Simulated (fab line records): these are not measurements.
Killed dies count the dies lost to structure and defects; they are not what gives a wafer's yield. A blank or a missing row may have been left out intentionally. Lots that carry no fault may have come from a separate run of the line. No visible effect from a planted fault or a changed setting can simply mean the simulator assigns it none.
Which of the tools did it? ; flow nandHarc ; Sampling: 24 lots, 72 wafers, 6 of 1302 route steps

== WHAT THE GAUGES SHOWED, per wafer ==
The record holds no reading of a measuring or inspecting step that can be judged against a usual standard deviation.

== TOOL THAT RAN EACH LOT (tool first, then ch and the chambers of the sampled wafers, then the start) ==
lot;NHARC_A_CONTACT_ETCH_125;NHARC_A_CONTACT_ETCH_127;NHARC_A_CONTACT_ETCH_129;NHARC_A_CONTACT_ETCH_132;NHARC_A_CONTACT_ETCH_97;NHARC_A_CONTACT_ETCH_89
L075;harCapEtch-01 ch 0,1, day 22 12:34;harCapEtch-01 ch 0,1, day 22 12:55;harCapEtch-01 ch 0,1, day 22 13:16;harCapEtch-01 ch 0,1, day 22 13:47;rieDiel-04 ch 1,2,3, no start;rieDiel-04 ch 0,1,2, no start
L074;harCapEtch-03 ch 0, day 22 13:35;harCapEtch-03 ch 0, day 22 13:56;harCapEtch-03 ch 0, day 22 14:18;harCapEtch-03 ch 0, day 22 14:50;rieDiel-04 ch 0,3, no start;rieDiel-04 ch 0,2,3, no start
L076;harCapEtch-03 ch 1, day 22 21:13;harCapEtch-03 ch 1, day 22 21:34;harCapEtch-03 ch 1, day 22 21:55;harCapEtch-03 ch 1, day 22 22:26;rieDiel-04 ch 0,1,2, no start;rieDiel-04 ch 0,1,2, no start
L077;harCapEtch-02 ch 0,1, day 23 16:31;harCapEtch-02 ch 0,1, day 23 16:52;harCapEtch-02 ch 0,1, day 23 17:13;harCapEtch-02 ch 0,1, day 23 17:45;rieDiel-04 ch 2,3, no start;rieDiel-01 ch 0,1,2, no start
L082;harCapEtch-03 ch 0,1, day 25 22:38;harCapEtch-03 ch 0,1, day 25 22:59;harCapEtch-03 ch 0,1, day 25 23:20;harCapEtch-03 ch 0,1, day 25 23:52;rieDiel-04 ch 0,1, no start;rieDiel-04 ch 1,2, no start
L081;harCapEtch-01 ch 1, day 26 06:10;harCapEtch-01 ch 1, day 26 06:31;harCapEtch-01 ch 1, day 26 06:53;harCapEtch-01 ch 1, day 26 07:25;rieDiel-04 ch 0,2,3, no start;rieDiel-04 ch 1,2,3, no start
L078;harCapEtch-03 ch 0,1, day 26 09:02;harCapEtch-03 ch 0,1, day 26 09:30;harCapEtch-03 ch 0,1, day 26 09:58;harCapEtch-03 ch 0,1, day 26 10:40;rieDiel-04 ch 0,1, no start;rieDiel-04 ch 1,2,3, no start
L084;harCapEtch-02 ch 0,1, day 26 21:42;harCapEtch-02 ch 0,1, day 26 22:03;harCapEtch-02 ch 0,1, day 26 22:24;harCapEtch-02 ch 0,1, day 26 22:56;rieDiel-10 ch 0,1,3, no start;rieDiel-04 ch 1,2,3, no start
L080;harCapEtch-02 ch 0, day 27 03:23;harCapEtch-02 ch 0, day 27 03:44;harCapEtch-02 ch 0, day 27 04:05;harCapEtch-02 ch 0, day 27 04:37;rieDiel-01 ch 0,1,3, no start;rieDiel-10 ch 0,3, no start
L083;harCapEtch-03 ch 0,1, day 27 10:57;harCapEtch-03 ch 0,1, day 27 11:18;harCapEtch-03 ch 0,1, day 27 11:39;harCapEtch-03 ch 0,1, day 27 12:11;rieDiel-01 ch 0,1,2, no start;rieDiel-04 ch 0,1,2, no start
L085;harCapEtch-02 ch 0,1, day 27 22:33;harCapEtch-02 ch 0,1, day 27 22:54;harCapEtch-02 ch 0,1, day 27 23:15;harCapEtch-02 ch 0,1, day 27 23:47;rieDiel-04 ch 0,2,3, no start;rieDiel-10 ch 0,1,3, no start
L086;harCapEtch-02 ch 0,1, day 28 03:43;harCapEtch-02 ch 0,1, day 28 04:04;harCapEtch-02 ch 0,1, day 28 04:25;harCapEtch-02 ch 0,1, day 28 04:57;rieDiel-04 ch 0,1,3, no start;rieDiel-01 ch 0,1,3, no start
L079;harCapEtch-02 ch 0,1, day 28 06:26;harCapEtch-02 ch 0,1, day 28 06:47;harCapEtch-02 ch 0,1, day 28 07:08;harCapEtch-02 ch 0,1, day 28 07:40;rieDiel-10 ch 0,2,3, no start;rieDiel-10 ch 0,1,3, no start
L088;harCapEtch-03 ch 0,1, day 28 11:25;harCapEtch-03 ch 0,1, day 28 11:46;harCapEtch-03 ch 0,1, day 28 12:07;harCapEtch-03 ch 0,1, day 28 12:39;rieDiel-04 ch 0,1,2, no start;rieDiel-04 ch 1,3, no start
L087;harCapEtch-02 ch 0,1, day 28 11:29;harCapEtch-02 ch 0,1, day 28 11:50;harCapEtch-02 ch 0,1, day 28 12:12;harCapEtch-02 ch 0,1, day 28 12:44;rieDiel-04 ch 1,3, no start;rieDiel-10 ch 0,2,3, no start
L089;harCapEtch-03 ch 0,1, day 28 17:19;harCapEtch-03 ch 0,1, day 28 17:40;harCapEtch-03 ch 0,1, day 28 18:01;harCapEtch-03 ch 0,1, day 28 18:33;rieDiel-01 ch 2,3, no start;rieDiel-04 ch 1,2, no start
L090;harCapEtch-01 ch 0,1, day 28 20:14;harCapEtch-01 ch 0,1, day 28 20:35;harCapEtch-01 ch 0,1, day 28 20:56;harCapEtch-01 ch 0,1, day 28 21:28;rieDiel-04 ch 0,2,3, no start;rieDiel-04 ch 0,1,3, no start
L091;harCapEtch-02 ch 0,1, day 29 01:26;harCapEtch-02 ch 0,1, day 29 01:47;harCapEtch-02 ch 0,1, day 29 02:08;harCapEtch-02 ch 0,1, day 29 02:40;rieDiel-04 ch 2,3, no start;rieDiel-01 ch 0,2,3, no start
L092;harCapEtch-02 ch 0,1, day 29 23:36;harCapEtch-02 ch 0,1, day 29 23:57;harCapEtch-02 ch 0,1, day 30 00:18;harCapEtch-02 ch 0,1, day 30 00:50;rieDiel-04 ch 0,1, no start;rieDiel-04 ch 0,3, no start
L094;harCapEtch-01 ch 0,1, day 30 05:06;harCapEtch-01 ch 0,1, day 30 05:34;harCapEtch-01 ch 0,1, day 30 06:02;harCapEtch-01 ch 0,1, day 30 06:45;rieDiel-04 ch 0,2,3, no start;rieDiel-01 ch 0,2,3, no start
L093;harCapEtch-03 ch 0,1, day 30 06:43;harCapEtch-03 ch 0,1, day 30 07:04;harCapEtch-03 ch 0,1, day 30 07:25;harCapEtch-03 ch 0,1, day 30 07:57;rieDiel-10 ch 0,1,3, no start;rieDiel-01 ch 0,3, no start
L095;harCapEtch-02 ch 0,1, day 31 15:14;harCapEtch-02 ch 0,1, day 31 15:35;harCapEtch-02 ch 0,1, day 31 15:56;harCapEtch-02 ch 0,1, day 31 16:28;rieDiel-04 ch 2,3, no start;rieDiel-04 ch 1,2,3, no start
L096;harCapEtch-03 ch 0,1, day 31 15:56;harCapEtch-03 ch 0,1, day 31 16:17;harCapEtch-03 ch 0,1, day 31 16:38;harCapEtch-03 ch 0,1, day 31 17:10;rieDiel-04 ch 2,3, no start;rieDiel-04 ch 0,1,2, no start
L097;harCapEtch-01 ch 0,1, day 33 01:38;harCapEtch-01 ch 0,1, day 33 01:59;harCapEtch-01 ch 0,1, day 33 02:20;harCapEtch-01 ch 0,1, day 33 02:52;rieDiel-04 ch 1,2,3, no start;rieDiel-01 ch 2,3, no start
- NHARC_A_CONTACT_ETCH_125: etches the open film in C4F8/O2/Ar, time 197 s, target depth 1918 nm.
- NHARC_A_CONTACT_ETCH_127: etches the open film in C4F8/O2/Ar, time 197 s, target depth 1918 nm.
- NHARC_A_CONTACT_ETCH_129: etches the open film in C4F8/O2/Ar, time 197 s, target depth 1918 nm.
- NHARC_A_CONTACT_ETCH_132: etches the open film in C4F8/O2/Ar, time 197 s, target depth 1924 nm.
- NHARC_A_CONTACT_ETCH_97: etches the open film in C4F6/O2, target depth 20 nm, time 10 s.
- NHARC_A_CONTACT_ETCH_89: etches the open film in N2/H2, target depth 260 nm, time 475.3 s.

== WHAT THE TOOLS THEMSELVES READ (means of the sampled wafers that have a number; where no wafer has one, the mark that the record gives instead) ==
NHARC_A_CONTACT_ETCH_97.
lot;tool;drypumpMotorCurrentA (A);oesProductAu (a.u.);rfVppV (V);showerheadPlenumPTorr (Torr);throttleValvePct (%)
L075;rieDiel-04;5.7;0.938;547;3.92;26.908
L074;rieDiel-04;6.3;0.955;549;4.04;26.902
L076;rieDiel-04;5.7;0.942;548;3.96;26.906
L077;rieDiel-04;5.5;0.950;545;3.84;26.902
L082;rieDiel-04;5.9;0.951;549;4.03;26.906
L081;rieDiel-04;5.9;0.943;547;3.95;26.901
L078;rieDiel-04;6.1;0.958;551;4.08;26.905
L084;rieDiel-10;5.5;1.005;545;3.85;26.901
L080;rieDiel-01;6.4;0.990;546;3.85;26.894
L083;rieDiel-01;6.0;1.002;545;3.84;26.890
L085;rieDiel-04;5.9;0.938;547;3.95;26.905
L086;rieDiel-04;6.1;0.946;550;4.02;26.907
L079;rieDiel-10;5.3;0.998;546;3.86;26.897
L088;rieDiel-04;5.7;0.946;548;3.94;26.912
L087;rieDiel-04;6.1;0.941;548;3.97;26.908
L089;rieDiel-01;5.3;0.946;545;3.82;26.901
L090;rieDiel-04;5.9;0.954;548;3.94;26.895
L091;rieDiel-04;5.5;0.939;544;3.82;26.904
L092;rieDiel-04;5.9;0.971;549;4.02;26.904
L094;rieDiel-04;5.9;0.942;547;3.94;26.907
L093;rieDiel-10;5.5;0.963;545;3.83;26.901
L095;rieDiel-04;5.9;0.940;546;3.89;26.916
L096;rieDiel-04;5.9;0.938;547;3.89;26.893
L097;rieDiel-04;5.7;0.940;546;3.89;26.895

NHARC_A_CONTACT_ETCH_89.
lot;tool;drypumpMotorCurrentA (A);n2FlowSccm (sccm);oesProductAu (a.u.);rfVppV (V);showerheadPlenumPTorr (Torr);throttleValvePct (%)
L075;rieDiel-04;5.8;150.3;1.000;430.5;2.06;14.166
L074;rieDiel-04;5.9;150.0;1.008;432.1;2.06;14.170
L076;rieDiel-04;5.7;149.8;0.993;431.4;2.06;14.169
L077;rieDiel-01;6.0;150.0;1.001;429.0;2.00;14.169
L082;rieDiel-04;5.3;149.6;0.995;429.1;1.99;14.167
L081;rieDiel-04;5.7;149.9;0.998;430.2;2.03;14.172
L078;rieDiel-04;5.7;149.6;1.003;431.1;2.03;14.168
L084;rieDiel-04;5.7;150.0;0.997;430.0;2.03;14.168
L080;rieDiel-10;5.4;149.8;1.005;429.5;2.02;14.170
L083;rieDiel-04;5.7;150.1;1.004;430.7;2.06;14.177
L085;rieDiel-10;5.5;150.3;1.000;428.7;1.99;14.171
L086;rieDiel-01;6.4;150.3;0.999;429.3;1.99;14.171
L079;rieDiel-10;5.5;150.2;1.002;428.6;1.99;14.177
L088;rieDiel-04;6.0;149.8;0.998;432.0;2.07;14.172
L087;rieDiel-10;5.3;150.2;0.999;429.3;2.00;14.160
L089;rieDiel-04;5.5;149.6;1.000;429.8;2.02;14.176
L090;rieDiel-04;6.0;150.0;1.002;432.5;2.10;14.170
L091;rieDiel-01;5.9;150.1;1.000;430.1;2.01;14.166
L092;rieDiel-04;6.3;149.3;0.994;432.7;2.12;14.166
L094;rieDiel-01;5.9;150.1;0.994;430.2;2.01;14.162
L093;rieDiel-01;6.4;150.2;1.009;429.7;2.01;14.163
L095;rieDiel-04;5.7;150.3;0.993;430.5;2.02;14.173
L096;rieDiel-04;5.7;150.1;0.995;430.0;2.05;14.170
L097;rieDiel-01;5.7;150.1;1.001;428.2;1.97;14.184

== THE ANSWER, worked out from the rows above alone ==
Rule: the usual values come from the lots themselves. The widest of any qualifying gaps counts: lots, ordered by their means at a reading, are off when they make up no more than a third of the lots, leave a main group of 4 or more, and stand apart from it by 3 or more times the standard deviation of that group's means. The tables above print the reading to a certain number of digits; a main group whose means all agree to those digits is not used. Also off: a lot with no number at a reading for which 4 or more lots have one. Any other lot the step has rows for is counted as sound. First the gauges in route order, then the tools' own readings, where a lot's mean is used as printed above. At the first step where some lot is off, the reading lying furthest off is the one used; lots without a number count as furthest.
None of the lots is off at any reading shown; this tells nothing.

== WHAT WAS PUT IN BY THE SIMULATOR ==
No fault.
